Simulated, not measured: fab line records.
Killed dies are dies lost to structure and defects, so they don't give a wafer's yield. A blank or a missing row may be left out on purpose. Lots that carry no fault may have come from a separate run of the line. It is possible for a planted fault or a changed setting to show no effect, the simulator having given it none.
Split-lot experiment / flow n5 finfet / route with 1938 steps; 7 lots, 39 wafers read

ON THE SPLIT
At N5_MOL_CONTACT_COAG_VIA_ETCH_46 (etches SiO2 in C4F6/O2, target depth 46 nm, overetch 9.2 nm, time 40 s), the setting bias w was moved away from the recipe's 455 W on 6 of the 39 wafers read, by -16.2% to +10.0%. This setting was run at the recipe's value on the other wafers.

The reading comes from the split's own step.

THE READING
rf vpp V, in V, at N5_MOL_CONTACT_COAG_VIA_ETCH_46 (etches SiO2 in C4F6/O2, target depth 46 nm, overetch 9.2 nm, time 40 s). A value of 1588 V with a standard deviation of 9.3 V is what fault-free wafers of this fab line usually give.

wafer=L078.1; tool, chamber at the split=rie diel-06, 0; bias w as run, W=455; against the recipe=recipe; rf vpp V, V=1589; against lot-mates on the recipe=-
wafer=L078.2; tool, chamber at the split=rie diel-06, 3; bias w as run, W=455; against the recipe=recipe; rf vpp V, V=1567; against lot-mates on the recipe=-
wafer=L078.3; tool, chamber at the split=rie diel-06, 1; bias w as run, W=455; against the recipe=recipe; rf vpp V, V=1586; against lot-mates on the recipe=-
wafer=L078.4; tool, chamber at the split=rie diel-06, 0; bias w as run, W=455; against the recipe=recipe; rf vpp V, V=1589; against lot-mates on the recipe=-
wafer=L078.5; tool, chamber at the split=rie diel-06, 3; bias w as run, W=455; against the recipe=recipe; rf vpp V, V=1567; against lot-mates on the recipe=-
wafer=L078.6; tool, chamber at the split=rie diel-06, 1; bias w as run, W=455; against the recipe=recipe; rf vpp V, V=1586; against lot-mates on the recipe=-
wafer=L084.1; tool, chamber at the split=rie diel-02, 0; bias w as run, W=381.4; against the recipe=-16.2%; rf vpp V, V=1406; against lot-mates on the recipe=-186
wafer=L084.2; tool, chamber at the split=rie diel-02, 1; bias w as run, W=381.4; against the recipe=-16.2%; rf vpp V, V=1383; against lot-mates on the recipe=-209
wafer=L084.3; tool, chamber at the split=rie diel-02, 2; bias w as run, W=455; against the recipe=recipe; rf vpp V, V=1580; against lot-mates on the recipe=-
wafer=L084.4; tool, chamber at the split=rie diel-02, 3; bias w as run, W=455; against the recipe=recipe; rf vpp V, V=1591; against lot-mates on the recipe=-
wafer=L084.5; tool, chamber at the split=rie diel-02, 0; bias w as run, W=455; against the recipe=recipe; rf vpp V, V=1604; against lot-mates on the recipe=-
wafer=L084.6; tool, chamber at the split=rie diel-02, 1; bias w as run, W=381.4; against the recipe=-16.2%; rf vpp V, V=1381; against lot-mates on the recipe=-211
wafer=L085.1; tool, chamber at the split=rie diel-01, 2; bias w as run, W=455; against the recipe=recipe; rf vpp V, V=1587; against lot-mates on the recipe=-
wafer=L085.2; tool, chamber at the split=rie diel-01, 1; bias w as run, W=455; against the recipe=recipe; rf vpp V, V=1596; against lot-mates on the recipe=-
wafer=L085.3; tool, chamber at the split=rie diel-01, 3; bias w as run, W=455; against the recipe=recipe; rf vpp V, V=1595; against lot-mates on the recipe=-
wafer=L085.4; tool, chamber at the split=rie diel-01, 2; bias w as run, W=455; against the recipe=recipe; rf vpp V, V=1587; against lot-mates on the recipe=-
wafer=L085.5; tool, chamber at the split=rie diel-01, 3; bias w as run, W=455; against the recipe=recipe; rf vpp V, V=1595; against lot-mates on the recipe=-
wafer=L085.6; tool, chamber at the split=rie diel-01, 1; bias w as run, W=455; against the recipe=recipe; rf vpp V, V=1597; against lot-mates on the recipe=-
wafer=L087.2; tool, chamber at the split=rie diel-06, 2; bias w as run, W=455; against the recipe=recipe; rf vpp V, V=1568; against lot-mates on the recipe=-
wafer=L087.3; tool, chamber at the split=rie diel-06, 3; bias w as run, W=455; against the recipe=recipe; rf vpp V, V=1567; against lot-mates on the recipe=-
wafer=L087.5; tool, chamber at the split=rie diel-06, 0; bias w as run, W=455; against the recipe=recipe; rf vpp V, V=1586; against lot-mates on the recipe=-
wafer=L088.1; tool, chamber at the split=rie diel-01, 2; bias w as run, W=455; against the recipe=recipe; rf vpp V, V=1588; against lot-mates on the recipe=-
wafer=L088.2; tool, chamber at the split=rie diel-01, 0; bias w as run, W=500.6; against the recipe=+10.0%; rf vpp V, V=1702; against lot-mates on the recipe=+109
wafer=L088.3; tool, chamber at the split=rie diel-01, 1; bias w as run, W=455; against the recipe=recipe; rf vpp V, V=1597; against lot-mates on the recipe=-
wafer=L088.4; tool, chamber at the split=rie diel-01, 3; bias w as run, W=500.6; against the recipe=+10.0%; rf vpp V, V=1713; against lot-mates on the recipe=+120
wafer=L088.5; tool, chamber at the split=rie diel-01, 0; bias w as run, W=500.6; against the recipe=+10.0%; rf vpp V, V=1703; against lot-mates on the recipe=+110
wafer=L088.6; tool, chamber at the split=rie diel-01, 3; bias w as run, W=455; against the recipe=recipe; rf vpp V, V=1595; against lot-mates on the recipe=-
wafer=L089.1; tool, chamber at the split=rie diel-02, 2; bias w as run, W=455; against the recipe=recipe; rf vpp V, V=1580; against lot-mates on the recipe=-
wafer=L089.2; tool, chamber at the split=rie diel-02, 0; bias w as run, W=455; against the recipe=recipe; rf vpp V, V=1603; against lot-mates on the recipe=-
wafer=L089.3; tool, chamber at the split=rie diel-02, 3; bias w as run, W=455; against the recipe=recipe; rf vpp V, V=1593; against lot-mates on the recipe=-
wafer=L089.4; tool, chamber at the split=rie diel-02, 1; bias w as run, W=455; against the recipe=recipe; rf vpp V, V=1579; against lot-mates on the recipe=-
wafer=L089.5; tool, chamber at the split=rie diel-02, 0; bias w as run, W=455; against the recipe=recipe; rf vpp V, V=1603; against lot-mates on the recipe=-
wafer=L089.6; tool, chamber at the split=rie diel-02, 3; bias w as run, W=455; against the recipe=recipe; rf vpp V, V=1590; against lot-mates on the recipe=-
wafer=L091.1; tool, chamber at the split=rie diel-06, 3; bias w as run, W=455; against the recipe=recipe; rf vpp V, V=1566; against lot-mates on the recipe=-
wafer=L091.2; tool, chamber at the split=rie diel-06, 2; bias w as run, W=455; against the recipe=recipe; rf vpp V, V=1569; against lot-mates on the recipe=-
wafer=L091.3; tool, chamber at the split=rie diel-06, 0; bias w as run, W=455; against the recipe=recipe; rf vpp V, V=1589; against lot-mates on the recipe=-
wafer=L091.4; tool, chamber at the split=rie diel-06, 1; bias w as run, W=455; against the recipe=recipe; rf vpp V, V=1585; against lot-mates on the recipe=-
wafer=L091.5; tool, chamber at the split=rie diel-06, 0; bias w as run, W=455; against the recipe=recipe; rf vpp V, V=1588; against lot-mates on the recipe=-
wafer=L091.6; tool, chamber at the split=rie diel-06, 1; bias w as run, W=455; against the recipe=recipe; rf vpp V, V=1586; against lot-mates on the recipe=-

THE FIT
A straight line over all 39 wafers: rf vpp V changes by +12.1 V for each +1% of bias w; r = +0.99; the points scatter about the line by 11 V.
The same after taking each lot's own level away (the mean of its wafers on the recipe; 39 wafers): +12.1 V for each +1%; r = +0.99; scatter 9.1 V.
That fit puts the effect of the largest move of bias w on the reading at 2e+02 V.
Across the lots, their own levels run from 1573.7 to 1593.3 V, a range of 2.1 times the standard deviation given above.
So the lot-to-lot level changes the slope little: the two slopes agree.
Check: for one of the wafers moved furthest among these (-16.2%), held out of the fit, the line's prediction against its lot-mates is -201 V. Against them it came out at -186 V.
Tool readings at the split's step, against how far the setting was moved: rf vpp V r = +0.99.

THESE WAFERS: OTHER SPLITS
Other splits were also applied to these wafers ahead of the reading. Each is held against what the fit with the lots' levels taken away leaves over:
other split on the same wafers=N5_FIN_SAQP_EXPOSE_13 dose mj; wafers away from the commonest value=12; r with rf vpp V (lot level and that fit taken away)=-0.20
other split on the same wafers=N5_FIN_SAQP_ETCH_52 source w; wafers away from the commonest value=15; r with rf vpp V (lot level and that fit taken away)=-0.08
other split on the same wafers=N5_DUMMY_GATE_EXPOSE_12 dose mj; wafers away from the commonest value=9; r with rf vpp V (lot level and that fit taken away)=-0.16
other split on the same wafers=N5_HKMG_FIN_ETCH_58 target depth a; wafers away from the commonest value=15; r with rf vpp V (lot level and that fit taken away)=+0.02

FILE'S OWN FIT
rf vpp V changes by +12.1 V for each +1% of bias w, r = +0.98.
